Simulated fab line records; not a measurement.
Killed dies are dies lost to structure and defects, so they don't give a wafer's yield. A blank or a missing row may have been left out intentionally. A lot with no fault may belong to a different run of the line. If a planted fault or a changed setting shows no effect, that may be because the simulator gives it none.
Matching of chambers || flow nand_harc || NHARC_P_M1_STRIP_18 on rie_diel-13 has 4 sister chambers
The step strips in N2/H2. 4 wafers are shown with their chamber, then 9 later ones without.

EACH WAFER AND ITS CHAMBER
{"wafer": "L088.4", "chamber": 1, "drypump_motor_current_A (A)": 5.45}
{"wafer": "L090.2", "chamber": 2, "drypump_motor_current_A (A)": 5.17}
{"wafer": "L090.4", "chamber": 3, "drypump_motor_current_A (A)": 5.71}
{"wafer": "L090.5", "chamber": 0, "drypump_motor_current_A (A)": 5.64}

WAFERS WHOSE CHAMBER IS MISSING
{"wafer": "L091.2", "drypump_motor_current_A (A)": 5.42}
{"wafer": "L091.3", "drypump_motor_current_A (A)": 5.64}
{"wafer": "L091.5", "drypump_motor_current_A (A)": 5.70}
{"wafer": "L093.1", "drypump_motor_current_A (A)": 5.73}
{"wafer": "L093.2", "drypump_motor_current_A (A)": 5.16}
{"wafer": "L093.6", "drypump_motor_current_A (A)": 5.71}
{"wafer": "L094.1", "drypump_motor_current_A (A)": 5.64}
{"wafer": "L094.4", "drypump_motor_current_A (A)": 5.18}
{"wafer": "L094.5", "drypump_motor_current_A (A)": 5.71}

WHICH CHAMBER EACH WENT THROUGH
{"wafer": "L091.2", "from the rows above": 1, "in truth": 1}
{"wafer": "L091.3", "from the rows above": 0, "in truth": 0}
{"wafer": "L091.5", "from the rows above": 3, "in truth": 3}
{"wafer": "L093.1", "from the rows above": 3, "in truth": 3}
{"wafer": "L093.2", "from the rows above": 2, "in truth": 2}
{"wafer": "L093.6", "from the rows above": 3, "in truth": 3}
{"wafer": "L094.1", "from the rows above": 0, "in truth": 0}
{"wafer": "L094.4", "from the rows above": 2, "in truth": 2}
{"wafer": "L094.5", "from the rows above": 3, "in truth": 3}
Correct placement for 9 of the 9. Can't be placed from these rows: 0. Wrongly placed: 0.
How it was worked out, from the rows above alone: a wafer's distance from a chamber is the root of the sum, over the readings, of the square of ((its reading less the chamber's mean) divided by the reading's scatter). If the next closest chamber is less than 2 further off than the closest, the wafer can't be placed; otherwise it belongs to the closest. Each chamber's mean is taken over the wafers shown for it. The scatter: root of mean squared gap, hidden wafer to nearest shown wafer, with one shown wafer a chamber.
